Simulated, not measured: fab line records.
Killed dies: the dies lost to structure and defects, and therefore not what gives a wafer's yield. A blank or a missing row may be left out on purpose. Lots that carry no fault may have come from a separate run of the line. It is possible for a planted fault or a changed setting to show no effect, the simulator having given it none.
Which tool is to blame? :: flow n5 finfet :: Sampling: 24 lots, 72 wafers, 3 of 1938 route steps

## WHAT EACH GAUGE READ, for each wafer
N5_BEOL_M0_SAQP_CD_MEAS_25 targets a cd of 13.1 nm.
lot: L074
measured: day 5 15:59
on: cd sem-01
cd nm (nm): 12.63 13.08 12.63

lot: L076
measured: day 7 02:29
on: cd sem-03
cd nm (nm): 12.70 12.60 12.53

lot: L075
measured: day 7 02:46
on: cd sem-02
cd nm (nm): 12.90 12.83 12.79

lot: L077
measured: day 7 02:56
on: cd sem-03
cd nm (nm): 12.74 12.70 12.48

lot: L078
measured: day 7 03:11
on: cd sem-01
cd nm (nm): 12.69 12.51 12.87

lot: L079
measured: day 7 11:58
on: cd sem-02
cd nm (nm): 12.57 12.95 12.98

lot: L080
measured: day 7 13:23
on: cd sem-02
cd nm (nm): 12.57 12.84 12.58

lot: L081
measured: day 7 17:44
on: cd sem-03
cd nm (nm): 12.55 12.91 12.75

lot: L082
measured: day 8 00:00
on: cd sem-02
cd nm (nm): 12.95 12.62 12.94

lot: L083
measured: day 8 04:51
on: cd sem-01
cd nm (nm): 12.79 12.71 13.20

lot: L084
measured: day 8 17:41
on: cd sem-02
cd nm (nm): 13.14 12.38 12.64

lot: L085
measured: day 8 20:43
on: cd sem-03
cd nm (nm): 12.94 12.77 13.04

lot: L086
measured: day 9 04:37
on: cd sem-02
cd nm (nm): 12.56 13.12 13.20

lot: L087
measured: day 9 08:41
on: cd sem-03
cd nm (nm): 12.76 12.66 12.90

lot: L088
measured: day 9 11:14
on: cd sem-02
cd nm (nm): 12.60 12.73 12.55

lot: L089
measured: day 9 20:39
on: cd sem-02
cd nm (nm): 13.07 12.79 12.82

lot: L090
measured: day 9 23:23
on: cd sem-01
cd nm (nm): 12.46 12.54 13.01

lot: L091
measured: day 10 07:04
on: cd sem-03
cd nm (nm): 12.52 12.91 12.94

lot: L092
measured: day 10 10:14
on: cd sem-03
cd nm (nm): 12.54 12.59 13.12

lot: L093
measured: day 10 20:34
on: cd sem-03
cd nm (nm): 12.47 12.53 12.99

lot: L095
measured: day 11 04:26
on: cd sem-03
cd nm (nm): 12.50 12.80 12.89

lot: L097
measured: day 11 08:39
on: cd sem-02
cd nm (nm): 13.09 12.50 12.70

lot: L096
measured: day 11 11:40
on: cd sem-01
cd nm (nm): 13.21 13.03 13.00

lot: L094
measured: day 11 14:16
on: cd sem-03
cd nm (nm): 12.90 12.93 12.54

N5_BEOL_M0_SAQP_OVL_MEAS_41.
lot: L074
measured: day 5 18:30
on: overlay-01
M0_CUT1_OVL (nm): 0.5 0.4 0.5

lot: L076
measured: day 7 04:41
on: overlay-01
M0_CUT1_OVL (nm): 0.8 0.5 1.2

lot: L075
measured: day 7 04:53
on: overlay-01
M0_CUT1_OVL (nm): 1.3 0.6 0.2

lot: L077
measured: day 7 05:19
on: overlay-01
M0_CUT1_OVL (nm): -0.4 1.3 -0.2

lot: L078
measured: day 7 05:26
on: overlay-01
M0_CUT1_OVL (nm): 0.2 1.0 0.6

lot: L079
measured: day 7 14:28
on: overlay-01
M0_CUT1_OVL (nm): 0.8 0.5 0.8

lot: L080
measured: day 7 17:05
on: overlay-02
M0_CUT1_OVL (nm): 1.3 -0.7 0.1

lot: L081
measured: day 7 20:01
on: overlay-01
M0_CUT1_OVL (nm): -0.4 -0.2 0.4

lot: L082
measured: day 8 02:07
on: overlay-01
M0_CUT1_OVL (nm): 0.6 0.6 0.7

lot: L083
measured: day 8 07:01
on: overlay-01
M0_CUT1_OVL (nm): 0.7 1.0 0.5

lot: L084
measured: day 8 20:08
on: overlay-01
M0_CUT1_OVL (nm): 0.9 0.5 -0.1

lot: L085
measured: day 8 23:37
on: overlay-02
M0_CUT1_OVL (nm): 0.5 1.1 0.4

lot: L086
measured: day 9 06:59
on: overlay-01
M0_CUT1_OVL (nm): 0.2 0.3 -0.1

lot: L087
measured: day 9 10:50
on: overlay-02
M0_CUT1_OVL (nm): -0.3 0.6 0.8

lot: L088
measured: day 9 13:28
on: overlay-01
M0_CUT1_OVL (nm): 0.0 0.4 -0.2

lot: L089
measured: day 9 23:49
on: overlay-02
M0_CUT1_OVL (nm): -1.0 -0.9 -0.7

lot: L090
measured: day 10 01:37
on: overlay-02
M0_CUT1_OVL (nm): 1.4 0.4 0.4

lot: L091
measured: day 10 09:29
on: overlay-02
M0_CUT1_OVL (nm): 1.0 0.7 0.8

lot: L092
measured: day 10 13:02
on: overlay-01
M0_CUT1_OVL (nm): 1.0 1.8 0.4

lot: L093
measured: day 10 22:47
on: overlay-02
M0_CUT1_OVL (nm): -0.3 0.6 0.3

lot: L095
measured: day 11 08:23
on: overlay-02
M0_CUT1_OVL (nm): 0.3 1.3 1.1

lot: L097
measured: day 11 10:52
on: overlay-02
M0_CUT1_OVL (nm): 0.4 1.0 1.7

lot: L096
measured: day 11 14:17
on: overlay-01
M0_CUT1_OVL (nm): -0.1 0.3 0.7

lot: L094
measured: day 11 18:40
on: overlay-02
M0_CUT1_OVL (nm): 0.7 0.6 0.5

## TOOL THAT RAN EACH LOT (tool first, then ch and the chambers of the sampled wafers, then the start)
lot: L074
N5_BEOL_M0_SAQP_RECESS_114: vapor etch-01 ch 0,1, day 5 15:02

lot: L076
N5_BEOL_M0_SAQP_RECESS_114: vapor etch-02 ch 0,1, day 7 01:18

lot: L075
N5_BEOL_M0_SAQP_RECESS_114: vapor etch-01 ch 0, day 7 01:34

lot: L077
N5_BEOL_M0_SAQP_RECESS_114: vapor etch-02 ch 0,1, day 7 01:42

lot: L078
N5_BEOL_M0_SAQP_RECESS_114: vapor etch-01 ch 0,1, day 7 02:05

lot: L079
N5_BEOL_M0_SAQP_RECESS_114: vapor etch-02 ch 0,1, day 7 10:19

lot: L080
N5_BEOL_M0_SAQP_RECESS_114: vapor etch-02 ch 0,1, day 7 12:12

lot: L081
N5_BEOL_M0_SAQP_RECESS_114: vapor etch-01 ch 0,1, day 7 16:38

lot: L082
N5_BEOL_M0_SAQP_RECESS_114: vapor etch-02 ch 0,1, day 7 23:04

lot: L083
N5_BEOL_M0_SAQP_RECESS_114: vapor etch-01 ch 0,1, day 8 03:44

lot: L084
N5_BEOL_M0_SAQP_RECESS_114: vapor etch-02 ch 0,1, day 8 15:43

lot: L085
N5_BEOL_M0_SAQP_RECESS_114: vapor etch-01 ch 0,1, day 8 19:31

lot: L086
N5_BEOL_M0_SAQP_RECESS_114: vapor etch-01 ch 0,1, day 9 03:32

lot: L087
N5_BEOL_M0_SAQP_RECESS_114: vapor etch-02 ch 0,1, day 9 07:01

lot: L088
N5_BEOL_M0_SAQP_RECESS_114: vapor etch-02 ch 0,1, day 9 10:10

lot: L089
N5_BEOL_M0_SAQP_RECESS_114: vapor etch-01 ch 0,1, day 9 19:35

lot: L090
N5_BEOL_M0_SAQP_RECESS_114: vapor etch-01 ch 0, day 9 21:53

lot: L091
N5_BEOL_M0_SAQP_RECESS_114: vapor etch-01 ch 0,1, day 10 05:24

lot: L092
N5_BEOL_M0_SAQP_RECESS_114: vapor etch-01 ch 0,1, day 10 08:20

lot: L093
N5_BEOL_M0_SAQP_RECESS_114: vapor etch-01 ch 0,1, day 10 19:37

lot: L095
N5_BEOL_M0_SAQP_RECESS_114: vapor etch-01 ch 0,1, day 11 03:23

lot: L097
N5_BEOL_M0_SAQP_RECESS_114: vapor etch-01 ch 0,1, day 11 07:35

lot: L096
N5_BEOL_M0_SAQP_RECESS_114: vapor etch-01 ch 0, day 11 10:32

lot: L094
N5_BEOL_M0_SAQP_RECESS_114: vapor etch-01 ch 0,1, day 11 13:13
- N5_BEOL_M0_SAQP_RECESS_114: chemistry HF/NH3, target SiO2, target depth 14.4 nm, afs cycles 3, sublimation time 60 s.

## AS READ BY THE TOOLS THEMSELVES (means over the sampled wafers that have a number; for cases with no such wafer, the mark the record gives instead)
N5_BEOL_M0_SAQP_RECESS_114.
lot: L074
tool: vapor etch-01
drypump motor current A (A): 6.3
temp c (C): 30.00

lot: L076
tool: vapor etch-02
drypump motor current A (A): 5.5
temp c (C): 30.01

lot: L075
tool: vapor etch-01
drypump motor current A (A): 5.9
temp c (C): 29.87

lot: L077
tool: vapor etch-02
drypump motor current A (A): 5.6
temp c (C): 30.03

lot: L078
tool: vapor etch-01
drypump motor current A (A): 6.3
temp c (C): 30.03

lot: L079
tool: vapor etch-02
drypump motor current A (A): 5.5
temp c (C): 29.98

lot: L080
tool: vapor etch-02
drypump motor current A (A): 5.6
temp c (C): 29.85

lot: L081
tool: vapor etch-01
drypump motor current A (A): 6.3
temp c (C): 29.95

lot: L082
tool: vapor etch-02
drypump motor current A (A): 5.5
temp c (C): 30.03

lot: L083
tool: vapor etch-01
drypump motor current A (A): 6.2
temp c (C): 30.00

lot: L084
tool: vapor etch-02
drypump motor current A (A): 5.5
temp c (C): 29.99

lot: L085
tool: vapor etch-01
drypump motor current A (A): 6.3
temp c (C): 30.04

lot: L086
tool: vapor etch-01
drypump motor current A (A): 6.3
temp c (C): 30.01

lot: L087
tool: vapor etch-02
drypump motor current A (A): 5.5
temp c (C): 30.02

lot: L088
tool: vapor etch-02
drypump motor current A (A): 5.5
temp c (C): 30.10

lot: L089
tool: vapor etch-01
drypump motor current A (A): 6.4
temp c (C): 29.85

lot: L090
tool: vapor etch-01
drypump motor current A (A): 6.0
temp c (C): 30.08

lot: L091
tool: vapor etch-01
drypump motor current A (A): 6.1
temp c (C): 30.10

lot: L092
tool: vapor etch-01
drypump motor current A (A): 6.1
temp c (C): 29.96

lot: L093
tool: vapor etch-01
drypump motor current A (A): 6.1
temp c (C): 30.11

lot: L095
tool: vapor etch-01
drypump motor current A (A): 6.3
temp c (C): 29.98

lot: L097
tool: vapor etch-01
drypump motor current A (A): 6.3
temp c (C): 30.14

lot: L096
tool: vapor etch-01
drypump motor current A (A): 5.9
temp c (C): 30.16

lot: L094
tool: vapor etch-01
drypump motor current A (A): 6.2
temp c (C): 29.97

## THE ANSWER, worked out from the rows above alone
Rule: the lots themselves supply what counts as usual. Put in order of their means at a reading, lots are off if they are a third of the lots or fewer, leave a main group of 4 or more, and stand apart from it by a gap of 3 or more times the standard deviation of the main group's means; of several such gaps the widest counts. If all means in a main group match to the digits the tables above print for the reading, that group is not used. Also off: a lot with no number at a reading for which 4 or more lots have one. All remaining lots with rows at the step are treated as sound. After the gauges, taken in route order, come the tools' own readings; for these a lot's mean is taken, as printed above. The first step at which some lot is off is used, and at that step the reading that is off furthest; a lot without a number counts as furthest.
None of the lots is off at any reading shown; this tells nothing.

## WHAT WAS PUT IN BY THE SIMULATOR
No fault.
